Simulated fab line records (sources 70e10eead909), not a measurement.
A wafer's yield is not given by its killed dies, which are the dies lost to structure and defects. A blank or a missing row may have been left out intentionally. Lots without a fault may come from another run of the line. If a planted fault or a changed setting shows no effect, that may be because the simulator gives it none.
Chamber matching :: flow nandHarc :: 4 sister chambers for NHARC_A_CHANNEL_HOLE_D1_ETCH_38 on rieDiel-04
The step etches the open film in CF4, target depth 39 nm, time 65 s. 22 wafers are shown with their chamber, then 11 later ones without.

EACH WAFER AND ITS CHAMBER
wafer: L077.3
chamber: 2
drypumpMotorCurrentA (A): 5.1
oesProductAu (a.u.): 1.003
rfVppV (V): 151.0

wafer: L077.4
chamber: 3
drypumpMotorCurrentA (A): 6.4
oesProductAu (a.u.): 0.984
rfVppV (V): 150.0

wafer: L077.6
chamber: 3
drypumpMotorCurrentA (A): 6.4
oesProductAu (a.u.): 0.976
rfVppV (V): 151.6

wafer: L079.1
chamber: 2
drypumpMotorCurrentA (A): 5.1
oesProductAu (a.u.): 0.999
rfVppV (V): 151.1

wafer: L079.2
chamber: 0
drypumpMotorCurrentA (A): 6.0
oesProductAu (a.u.): 1.002
rfVppV (V): 150.9

wafer: L079.3
chamber: 1
drypumpMotorCurrentA (A): 6.1
oesProductAu (a.u.): 0.988
rfVppV (V): 151.5

wafer: L079.4
chamber: 3
drypumpMotorCurrentA (A): 6.4
oesProductAu (a.u.): 0.986
rfVppV (V): 151.0

wafer: L079.5
chamber: 0
drypumpMotorCurrentA (A): 6.0
oesProductAu (a.u.): 1.000
rfVppV (V): 150.3

wafer: L079.6
chamber: 3
drypumpMotorCurrentA (A): 6.4
oesProductAu (a.u.): 0.977
rfVppV (V): 152.0

wafer: L080.2
chamber: 0
drypumpMotorCurrentA (A): 6.0
oesProductAu (a.u.): 1.017
rfVppV (V): 149.2

wafer: L080.4
chamber: 1
drypumpMotorCurrentA (A): 6.1
oesProductAu (a.u.): 0.996
rfVppV (V): 151.2

wafer: L080.6
chamber: 2
drypumpMotorCurrentA (A): 5.1
oesProductAu (a.u.): 1.004
rfVppV (V): 151.3

wafer: L082.1
chamber: 0
drypumpMotorCurrentA (A): 6.0
oesProductAu (a.u.): 1.001
rfVppV (V): 149.6

wafer: L082.3
chamber: 1
drypumpMotorCurrentA (A): 6.1
oesProductAu (a.u.): 0.993
rfVppV (V): 150.6

wafer: L082.5
chamber: 0
drypumpMotorCurrentA (A): 6.0
oesProductAu (a.u.): 1.003
rfVppV (V): 150.3

wafer: L085.1
chamber: 1
drypumpMotorCurrentA (A): 6.1
oesProductAu (a.u.): 0.996
rfVppV (V): 150.3

wafer: L085.4
chamber: 0
drypumpMotorCurrentA (A): 6.0
oesProductAu (a.u.): 0.995
rfVppV (V): 149.4

wafer: L085.5
chamber: 3
drypumpMotorCurrentA (A): 6.5
oesProductAu (a.u.): 0.979
rfVppV (V): 150.9

wafer: L090.1
chamber: 0
drypumpMotorCurrentA (A): 6.0
oesProductAu (a.u.): 1.002
rfVppV (V): 150.1

wafer: L090.3
chamber: 3
drypumpMotorCurrentA (A): 6.4
oesProductAu (a.u.): 0.985
rfVppV (V): 150.0

wafer: L090.6
chamber: 2
drypumpMotorCurrentA (A): 5.1
oesProductAu (a.u.): 1.000
rfVppV (V): 152.4

wafer: L089.1
chamber: 2
drypumpMotorCurrentA (A): 5.1
oesProductAu (a.u.): 0.996
rfVppV (V): 151.8

SIGNATURES (averages over the wafers above)
reading: drypumpMotorCurrentA
chamber 0: 6.000
chamber 1: 6.100
chamber 2: 5.100
chamber 3: 6.417
scatter within a chamber: 0.0215

reading: oesProductAu
chamber 0: 1.00286
chamber 1: 0.99325
chamber 2: 1.00040
chamber 3: 0.98117
scatter within a chamber: 0.00502

reading: rfVppV
chamber 0: 149.971
chamber 1: 150.900
chamber 2: 151.520
chamber 3: 150.917
scatter within a chamber: 0.655
Rule: distance of a wafer from a chamber = root of the sum over the readings of ((wafer's reading minus chamber's mean) / reading's scatter) squared. If the next closest chamber is less than 2 further off than the closest, the wafer can't be placed; otherwise it belongs to the closest. The scatter: take each reading less its chamber's mean, square it, sum over the shown wafers, divide by the number of wafers less the number of chambers, and take the root.

WAFERS WITH NO CHAMBER GIVEN
wafer: L089.2
drypumpMotorCurrentA (A): 6.0
oesProductAu (a.u.): 0.995
rfVppV (V): 149.2

wafer: L089.5
drypumpMotorCurrentA (A): 6.0
oesProductAu (a.u.): 1.009
rfVppV (V): 150.4

wafer: L093.1
drypumpMotorCurrentA (A): 6.0
oesProductAu (a.u.): 1.002
rfVppV (V): 148.8

wafer: L093.2
drypumpMotorCurrentA (A): 5.1
oesProductAu (a.u.): 1.007
rfVppV (V): 152.2

wafer: L093.6
drypumpMotorCurrentA (A): 6.1
oesProductAu (a.u.): 0.990
rfVppV (V): 150.2

wafer: L096.2
drypumpMotorCurrentA (A): 5.1
oesProductAu (a.u.): 1.014
rfVppV (V): 150.8

wafer: L096.4
drypumpMotorCurrentA (A): 6.1
oesProductAu (a.u.): 1.000
rfVppV (V): 151.0

wafer: L096.5
drypumpMotorCurrentA (A): 5.1
oesProductAu (a.u.): 1.003
rfVppV (V): 151.8

wafer: L097.2
drypumpMotorCurrentA (A): 5.1
oesProductAu (a.u.): 1.026
rfVppV (V): 151.6

wafer: L097.4
drypumpMotorCurrentA (A): 6.0
oesProductAu (a.u.): 1.016
rfVppV (V): 149.0

wafer: L097.6
drypumpMotorCurrentA (A): 6.1
oesProductAu (a.u.): 0.997
rfVppV (V): 150.3

WHICH CHAMBER EACH WENT THROUGH
wafer: L089.2
from the rows above: 0
in truth: 0

wafer: L089.5
from the rows above: 0
in truth: 0

wafer: L093.1
from the rows above: 0
in truth: 0

wafer: L093.2
from the rows above: 2
in truth: 2

wafer: L093.6
from the rows above: 1
in truth: 1

wafer: L096.2
from the rows above: 2
in truth: 2

wafer: L096.4
from the rows above: 1
in truth: 1

wafer: L096.5
from the rows above: 2
in truth: 2

wafer: L097.2
from the rows above: 2
in truth: 2

wafer: L097.4
from the rows above: 0
in truth: 0

wafer: L097.6
from the rows above: 1
in truth: 1
Placed correctly: 11 of 11. Not placeable from these rows: 0. Wrongly placed: 0.
